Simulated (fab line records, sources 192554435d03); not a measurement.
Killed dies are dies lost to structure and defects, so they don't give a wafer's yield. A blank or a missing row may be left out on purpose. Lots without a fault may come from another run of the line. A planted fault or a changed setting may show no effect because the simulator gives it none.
Which tool did it? | flow n5_finfet | 24 lots, 72 wafers sampled, at 3 steps of a route of 1938

WHAT THE GAUGES READ, wafer by wafer
N5_BEOL_M14_THK_MEAS_50: measures by xrf.
lot  | measured     | on            | M14_THK (nm)
L075 | day 11 19:57 | film_metro-01 | 610 580 609
L074 | day 11 20:29 | film_metro-02 | 589 592 585
L077 | day 11 20:46 | film_metro-02 | 598 585 589
L076 | day 12 04:04 | film_metro-01 | 554 563 560
L079 | day 12 14:47 | film_metro-02 | 562 553 585
L078 | day 12 17:26 | film_metro-01 | 593 593 604
L080 | day 12 23:51 | film_metro-01 | 601 595 600
L082 | day 13 22:16 | film_metro-02 | 558 589 585
L084 | day 14 03:41 | film_metro-02 | 592 563 605
L083 | day 14 07:53 | film_metro-02 | 549 584 554
L085 | day 14 13:03 | film_metro-01 | 580 587 578
L086 | day 14 16:52 | film_metro-01 | 569 581 598
L089 | day 15 05:05 | film_metro-02 | 591 587 584
L081 | day 15 07:11 | film_metro-01 | 596 604 572
L088 | day 15 10:26 | film_metro-01 | 568 566 563
L087 | day 15 12:52 | film_metro-01 | 607 612 593
L090 | day 15 21:16 | film_metro-02 | 581 588 584
L093 | day 16 02:26 | film_metro-01 | 567 581 576
L092 | day 16 06:28 | film_metro-01 | 585 546 587
L094 | day 16 14:38 | film_metro-01 | 570 563 565
L095 | day 16 22:38 | film_metro-02 | 567 590 589
L097 | day 17 03:40 | film_metro-02 | 576 578 602
L096 | day 17 04:16 | film_metro-02 | 599 569 611
L091 | day 17 21:38 | film_metro-01 | 584 579 585

N5_BEOL_M15_OVL_MEAS_11.
lot  | measured     | on         | V14_OVL (nm)
L075 | day 11 20:44 | overlay-01 | -3 1 -6
L074 | day 11 21:25 | overlay-02 | 3 -1 0
L077 | day 11 21:40 | overlay-02 | -5 -1 -3
L076 | day 12 04:51 | overlay-01 | -2 2 8
L079 | day 12 15:33 | overlay-01 | 4 0 -2
L078 | day 12 18:13 | overlay-01 | 3 -3 9
L080 | day 13 00:45 | overlay-01 | -2 -7 1
L082 | day 13 23:11 | overlay-01 | 5 0 7
L084 | day 14 04:27 | overlay-02 | 2 4 1
L083 | day 14 08:40 | overlay-01 | -4 -2 -2
L085 | day 14 13:50 | overlay-02 | 0 -1 -3
L086 | day 14 20:07 | overlay-01 | 2 4 3
L089 | day 15 05:52 | overlay-02 | 0 1 0
L081 | day 15 07:58 | overlay-02 | 1 -6 2
L088 | day 15 11:12 | overlay-01 | -5 -13 -1
L087 | day 15 13:39 | overlay-02 | 11 14 6
L090 | day 15 22:03 | overlay-02 | 7 -1 2
L093 | day 16 03:13 | overlay-01 | -4 -7 3
L092 | day 16 07:26 | overlay-01 | 1 2 1
L094 | day 16 15:32 | overlay-02 | -1 -3 -3
L095 | day 16 23:26 | overlay-02 | 0 1 3
L097 | day 17 04:34 | overlay-01 | 2 -4 6
L096 | day 17 05:04 | overlay-02 | 9 -1 -1
L091 | day 17 22:25 | overlay-02 | -1 -4 -1

WHICH TOOL RAN EACH LOT (tool, then ch and the chambers of the sampled wafers, then the start)
lot  | N5_BEOL_M14_SPUTTER_45
L075 | pvd_sputter-03, day 11 19:03
L074 | pvd_sputter-01, day 11 19:28
L077 | pvd_sputter-03, day 11 19:32
L076 | pvd_sputter-03, day 12 03:07
L079 | pvd_sputter-03, day 12 13:51
L078 | pvd_sputter-01, day 12 16:32
L080 | pvd_sputter-01, day 12 22:49
L082 | pvd_sputter-03, day 13 21:22
L084 | pvd_sputter-01, day 14 02:47
L083 | pvd_sputter-03, day 14 06:48
L085 | pvd_sputter-03, day 14 11:59
L086 | pvd_sputter-02, day 14 15:58
L089 | pvd_sputter-03, day 15 03:46
L081 | pvd_sputter-03, day 15 06:17
L088 | pvd_sputter-02, day 15 09:19
L087 | pvd_sputter-01, day 15 11:31
L090 | pvd_sputter-03, day 15 20:08
L093 | pvd_sputter-03, day 16 01:29
L092 | pvd_sputter-01, day 16 05:34
L094 | pvd_sputter-03, day 16 13:44
L095 | pvd_sputter-02, day 16 21:38
L097 | pvd_sputter-01, day 17 02:46
L096 | pvd_sputter-02, day 17 03:07
L091 | pvd_sputter-03, day 17 20:11
- N5_BEOL_M14_SPUTTER_45: material Cu, target thk 100 nm, time 16.67 s.

WHAT THE TOOLS THEMSELVES READ (means of the sampled wafers that have a number; where no wafer has one, the mark that the record gives instead)
N5_BEOL_M14_SPUTTER_45.
lot  | tool           | throttle_valve_pct (%)
L075 | pvd_sputter-03 | 29.5
L074 | pvd_sputter-01 | 30.8
L077 | pvd_sputter-03 | 29.7
L076 | pvd_sputter-03 | 29.6
L079 | pvd_sputter-03 | 29.6
L078 | pvd_sputter-01 | 30.7
L080 | pvd_sputter-01 | 30.0
L082 | pvd_sputter-03 | 30.2
L084 | pvd_sputter-01 | 30.6
L083 | pvd_sputter-03 | 31.1
L085 | pvd_sputter-03 | 29.3
L086 | pvd_sputter-02 | 29.4
L089 | pvd_sputter-03 | 30.4
L081 | pvd_sputter-03 | 29.7
L088 | pvd_sputter-02 | 29.5
L087 | pvd_sputter-01 | 30.6
L090 | pvd_sputter-03 | 29.4
L093 | pvd_sputter-03 | 30.4
L092 | pvd_sputter-01 | 30.0
L094 | pvd_sputter-03 | 30.2
L095 | pvd_sputter-02 | 29.0
L097 | pvd_sputter-01 | 30.6
L096 | pvd_sputter-02 | 29.2
L091 | pvd_sputter-03 | 30.0

THE ANSWER, worked out from the rows above alone
Rule: what is usual is taken from the lots themselves. Put in order of their means at a reading, lots are off if they are a third of the lots or fewer, leave a main group of 4 or more, and stand apart from it by a gap of 3 or more times the standard deviation of the main group's means; of several such gaps the widest counts. A main group whose means are all the same, to the digits that the tables above print for the reading, isn't used. A lot without any number at a reading at which 4 lots or more have one is off too. The other lots that the step has rows for count as sound. The gauges are gone through in route order, then the tools' own readings, and for those a lot's mean is taken as printed above. The first step at which some lot is off is used, and at that step the reading that is off furthest; a lot without a number counts as furthest.
No lot is off at any reading shown: from this, nothing can be told.

WHAT THE SIMULATOR HAD PUT IN
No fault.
